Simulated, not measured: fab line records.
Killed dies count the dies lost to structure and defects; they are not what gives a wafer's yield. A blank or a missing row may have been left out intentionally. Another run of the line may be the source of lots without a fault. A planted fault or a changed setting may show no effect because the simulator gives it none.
Which tool is to blame?    flow n5-finfet    9 lots, 26 wafers sampled, at 4 steps of a route of 1938

== WHAT THE GAUGES SHOWED, per wafer ==
N5_BEOL_M10_THK_MEAS_53: measures by xrf.
lot   measured      on             M10_THK (nm)
L762  day 11 16:35  film-metro-01  138 138 140
L765  day 12 11:40  film-metro-01  137 140 141
L766  day 12 10:40  film-metro-01  144 133 145
L773  day 14 19:26  film-metro-01  245 137 139
L775  day 15 13:23  film-metro-01  257 142
L779  day 16 18:16  film-metro-01  139 139 139
L780  day 16 17:00  film-metro-01  139 136 143
L781  day 17 02:18  film-metro-01  138 138 134
L782  day 17 01:47  film-metro-01  138 139 135

== WHAT TOOL EACH LOT RAN ON (gives the tool, then ch and the chambers of the sampled wafers, and finally the start) ==
lot   N5_BEOL_M10_ALD_74                   N5_BEOL_M10_ANNEAL_51             N5_BEOL_M10_CMP_52
L762  ald-metal-02 ch 2,3, day 11 15:00    rtp-anneal-01 ch 0, day 11 15:59  cmp-02 ch 0,1,3, day 11 16:19
L765  ald-metal-02 ch 1,2,3, day 12 09:51  rtp-anneal-01 ch 0, day 12 10:48  cmp-03 ch 0,1, day 12 11:22
L766  ald-metal-04 ch 1,2,3, day 12 08:22  rtp-anneal-01 ch 0, day 12 10:07  cmp-04 ch 0,2, day 12 10:25
L773  ald-metal-02 ch 0,2, day 14 18:03    rtp-anneal-02 ch 0, day 14 18:53  cmp-03 ch 0,2,3, day 14 19:10
L775  ald-metal-01 ch 1,2, day 15 11:59    rtp-anneal-01 ch 0, day 15 12:56  cmp-03 ch 1,2, day 15 13:10
L779  ald-metal-02 ch 1,2,3, day 16 16:08  rtp-anneal-01 ch 0, day 16 17:29  cmp-04 ch 2,3, day 16 17:58
L780  ald-metal-01 ch 1,2,3, day 16 15:39  rtp-anneal-01 ch 0, day 16 16:27  cmp-04 ch 1,2,3, day 16 16:42
L781  ald-metal-02 ch 0,1,3, day 16 23:37  rtp-anneal-01 ch 0, day 17 01:46  cmp-02 ch 0,2,3, day 17 02:01
L782  ald-metal-01 ch 1,2,3, day 16 23:14  rtp-anneal-01 ch 0, day 17 01:14  cmp-04 ch 0,1,3, day 17 01:34
- N5_BEOL_M10_ALD_74: deposits TaN, target thk 2 nm, pulse time 2 s, purge time 3 s.
- N5_BEOL_M10_ANNEAL_51: time 90 s.
- N5_BEOL_M10_CMP_52: polishes, stops on SiCOH lowk, t overpolish 7 s, target thk 140 nm.

== THE ANSWER, worked out from the rows above alone ==
Rule: the usual values come from the lots themselves. The widest of any qualifying gaps counts: lots, ordered by their means at a reading, are off when they make up no more than a third of the lots, leave a main group of 4 or more, and stand apart from it by 3 or more times the standard deviation of that group's means. A main group is skipped when, at the precision printed for the reading in the tables above, its means are all equal. A lot without any number at a reading at which 4 lots or more have one is off too. Where the step has rows for the other lots, those lots are counted as sound.
Off: L773, L775, seen at N5_BEOL_M10_THK_MEAS_53 (M10_THK). For the main group the mean is 139 nm and the standard deviation 1.2.
If a tool, at a process step before that reading, ran all the lots that are off and no sound lot after the first of them, it fits. The gauges at N5_BEOL_M10_THK_MEAS_53 are tried like those tools. One candidate fits, namely cmp-03 at N5_BEOL_M10_CMP_52. Its last sound lot is L765 (day 12 11:22), its first lot that is off L773 (day 14 19:10): a fault that began between those two fits.

== WHAT HAD BEEN PUT IN BY THE SIMULATOR ==
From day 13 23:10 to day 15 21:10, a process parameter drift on cmp-03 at N5_BEOL_M10_CMP_52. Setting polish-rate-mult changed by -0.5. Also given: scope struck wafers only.
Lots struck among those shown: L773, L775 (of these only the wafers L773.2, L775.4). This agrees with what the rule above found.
